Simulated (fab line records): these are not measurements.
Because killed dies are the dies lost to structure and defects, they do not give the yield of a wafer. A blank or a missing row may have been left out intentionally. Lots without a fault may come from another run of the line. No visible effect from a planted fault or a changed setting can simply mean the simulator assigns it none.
Chamber matching	flow n5_finfet	4 sister chambers for N5_DUMMY_GATE_ETCH_44 on rie_si-03
The step etches poly-Si in HBr/O2, stops on SiO2, target depth 127.5 nm. 4 wafers are shown with their chamber, then 7 later ones without.

WAFERS, EACH WITH ITS CHAMBER
wafer	chamber	throttle_valve_pct (%)
L085.6	2	19.00
L089.3	3	18.58
L090.3	0	18.33
L090.4	1	18.81

WAFERS WITH NO CHAMBER GIVEN
wafer	throttle_valve_pct (%)
L090.5	18.30
L093.2	18.59
L093.3	19.00
L093.4	18.29
L096.1	18.99
L096.2	18.58
L096.4	18.33

CHAMBER TAKEN BY EACH
wafer	from the rows above	in truth
L090.5	0	0
L093.2	3	3
L093.3	2	2
L093.4	0	0
L096.1	2	2
L096.2	3	3
L096.4	0	0
Correctly placed: 7 of 7. Left unplaced by these rows: 0. Wrongly placed: 0.
How it was worked out, from the rows above alone: a wafer's distance from a chamber is the root of the sum, over the readings, of the square of ((its reading less the chamber's mean) divided by the reading's scatter). The wafer belongs to the nearest chamber; if the next one is less than 2 further off, it can't be placed. The mean given for a chamber averages the wafers shown for that chamber. The scatter (one wafer shown for each chamber): square how far every hidden wafer sits from the nearest shown wafer, average those squares and take the square root.
